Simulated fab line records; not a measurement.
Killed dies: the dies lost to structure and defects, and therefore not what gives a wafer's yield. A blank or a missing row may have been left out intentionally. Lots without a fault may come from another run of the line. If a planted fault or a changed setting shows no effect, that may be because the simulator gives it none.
Chamber matching / flow nand-harc / NHARC_A_STAIRCASE_DESCUM_11 on rie-diel-02 has 4 sister chambers
The step chemistry O2, time 3 s. 24 wafers are shown with their chamber, then 12 later ones without.

== WAFERS WITH THEIR CHAMBER ==
wafer=L077.2; chamber=3; showerhead-plenum-p-Torr (Torr)=2.06; drypump-motor-current-A (A)=5.5; oes-product-au (a.u.)=1.005
wafer=L077.3; chamber=2; showerhead-plenum-p-Torr (Torr)=1.80; drypump-motor-current-A (A)=6.1; oes-product-au (a.u.)=1.011
wafer=L077.4; chamber=1; showerhead-plenum-p-Torr (Torr)=1.92; drypump-motor-current-A (A)=6.2; oes-product-au (a.u.)=1.000
wafer=L080.1; chamber=3; showerhead-plenum-p-Torr (Torr)=2.06; drypump-motor-current-A (A)=5.5; oes-product-au (a.u.)=0.991
wafer=L080.2; chamber=2; showerhead-plenum-p-Torr (Torr)=1.80; drypump-motor-current-A (A)=6.1; oes-product-au (a.u.)=1.005
wafer=L080.4; chamber=1; showerhead-plenum-p-Torr (Torr)=1.92; drypump-motor-current-A (A)=6.2; oes-product-au (a.u.)=1.013
wafer=L080.3; chamber=0; showerhead-plenum-p-Torr (Torr)=1.86; drypump-motor-current-A (A)=6.1; oes-product-au (a.u.)=1.009
wafer=L080.5; chamber=0; showerhead-plenum-p-Torr (Torr)=1.86; drypump-motor-current-A (A)=6.1; oes-product-au (a.u.)=1.005
wafer=L080.6; chamber=3; showerhead-plenum-p-Torr (Torr)=2.06; drypump-motor-current-A (A)=5.6; oes-product-au (a.u.)=0.996
wafer=L081.2; chamber=0; showerhead-plenum-p-Torr (Torr)=1.86; drypump-motor-current-A (A)=6.1; oes-product-au (a.u.)=1.001
wafer=L081.3; chamber=3; showerhead-plenum-p-Torr (Torr)=2.05; drypump-motor-current-A (A)=5.5; oes-product-au (a.u.)=0.981
wafer=L081.6; chamber=1; showerhead-plenum-p-Torr (Torr)=1.92; drypump-motor-current-A (A)=6.2; oes-product-au (a.u.)=1.011
wafer=L083.3; chamber=0; showerhead-plenum-p-Torr (Torr)=1.86; drypump-motor-current-A (A)=6.1; oes-product-au (a.u.)=1.014
wafer=L083.4; chamber=3; showerhead-plenum-p-Torr (Torr)=2.05; drypump-motor-current-A (A)=5.5; oes-product-au (a.u.)=1.011
wafer=L083.6; chamber=0; showerhead-plenum-p-Torr (Torr)=1.86; drypump-motor-current-A (A)=6.1; oes-product-au (a.u.)=1.023
wafer=L084.2; chamber=3; showerhead-plenum-p-Torr (Torr)=2.05; drypump-motor-current-A (A)=5.5; oes-product-au (a.u.)=1.002
wafer=L084.3; chamber=0; showerhead-plenum-p-Torr (Torr)=1.85; drypump-motor-current-A (A)=6.1; oes-product-au (a.u.)=1.017
wafer=L084.5; chamber=0; showerhead-plenum-p-Torr (Torr)=1.85; drypump-motor-current-A (A)=6.1; oes-product-au (a.u.)=1.017
wafer=L086.1; chamber=3; showerhead-plenum-p-Torr (Torr)=2.05; drypump-motor-current-A (A)=5.5; oes-product-au (a.u.)=0.990
wafer=L086.2; chamber=1; showerhead-plenum-p-Torr (Torr)=1.91; drypump-motor-current-A (A)=6.3; oes-product-au (a.u.)=1.018
wafer=L086.6; chamber=3; showerhead-plenum-p-Torr (Torr)=2.05; drypump-motor-current-A (A)=5.6; oes-product-au (a.u.)=0.990
wafer=L091.1; chamber=1; showerhead-plenum-p-Torr (Torr)=1.91; drypump-motor-current-A (A)=6.2; oes-product-au (a.u.)=1.031
wafer=L091.5; chamber=2; showerhead-plenum-p-Torr (Torr)=1.79; drypump-motor-current-A (A)=6.1; oes-product-au (a.u.)=1.012
wafer=L091.6; chamber=3; showerhead-plenum-p-Torr (Torr)=2.05; drypump-motor-current-A (A)=5.5; oes-product-au (a.u.)=0.995

SIGNATURES (averages over the wafers above)
reading=showerhead-plenum-p-Torr; chamber 0=1.8571; chamber 1=1.9160; chamber 2=1.7967; chamber 3=2.0533; scatter within a chamber=0.00515
reading=drypump-motor-current-A; chamber 0=6.100; chamber 1=6.220; chamber 2=6.100; chamber 3=5.522; scatter within a chamber=0.0343
reading=oes-product-au; chamber 0=1.01229; chamber 1=1.01460; chamber 2=1.00933; chamber 3=0.99567; scatter within a chamber=0.00882
Rule: for each reading, subtract the chamber's mean from the wafer's reading, divide by that reading's scatter and square the result; add these up over the readings and take the root, which gives the wafer's distance from the chamber. If the next closest chamber is less than 2 further off than the closest, the wafer can't be placed; otherwise it belongs to the closest. The scatter: the root of (the sum of the squares of (reading less its chamber's mean) over the shown wafers, divided by (wafers less chambers)).

== WAFERS WHOSE CHAMBER IS MISSING ==
wafer=L092.2; showerhead-plenum-p-Torr (Torr)=1.91; drypump-motor-current-A (A)=6.2; oes-product-au (a.u.)=1.019
wafer=L092.5; showerhead-plenum-p-Torr (Torr)=1.79; drypump-motor-current-A (A)=6.1; oes-product-au (a.u.)=1.011
wafer=L092.6; showerhead-plenum-p-Torr (Torr)=2.05; drypump-motor-current-A (A)=5.5; oes-product-au (a.u.)=0.988
wafer=L095.1; showerhead-plenum-p-Torr (Torr)=2.04; drypump-motor-current-A (A)=5.5; oes-product-au (a.u.)=0.981
wafer=L095.2; showerhead-plenum-p-Torr (Torr)=1.90; drypump-motor-current-A (A)=6.2; oes-product-au (a.u.)=1.020
wafer=L095.4; showerhead-plenum-p-Torr (Torr)=1.79; drypump-motor-current-A (A)=6.1; oes-product-au (a.u.)=1.001
wafer=L095.3; showerhead-plenum-p-Torr (Torr)=1.84; drypump-motor-current-A (A)=6.1; oes-product-au (a.u.)=1.029
wafer=L095.5; showerhead-plenum-p-Torr (Torr)=1.90; drypump-motor-current-A (A)=6.2; oes-product-au (a.u.)=1.028
wafer=L095.6; showerhead-plenum-p-Torr (Torr)=1.79; drypump-motor-current-A (A)=6.1; oes-product-au (a.u.)=1.025
wafer=L094.2; showerhead-plenum-p-Torr (Torr)=1.79; drypump-motor-current-A (A)=6.1; oes-product-au (a.u.)=1.005
wafer=L094.5; showerhead-plenum-p-Torr (Torr)=1.84; drypump-motor-current-A (A)=6.1; oes-product-au (a.u.)=1.013
wafer=L094.6; showerhead-plenum-p-Torr (Torr)=2.04; drypump-motor-current-A (A)=5.5; oes-product-au (a.u.)=0.982

== CHAMBER TAKEN BY EACH ==
wafer=L092.2; from the rows above=1; in truth=1
wafer=L092.5; from the rows above=2; in truth=2
wafer=L092.6; from the rows above=3; in truth=3
wafer=L095.1; from the rows above=3; in truth=3
wafer=L095.2; from the rows above=1; in truth=1
wafer=L095.4; from the rows above=2; in truth=2
wafer=L095.3; from the rows above=0; in truth=0
wafer=L095.5; from the rows above=1; in truth=1
wafer=L095.6; from the rows above=2; in truth=2
wafer=L094.2; from the rows above=2; in truth=2
wafer=L094.5; from the rows above=0; in truth=0
wafer=L094.6; from the rows above=3; in truth=3
Correctly placed: 12 of 12. From these rows, 0 cannot be placed. 0 placed wrongly.
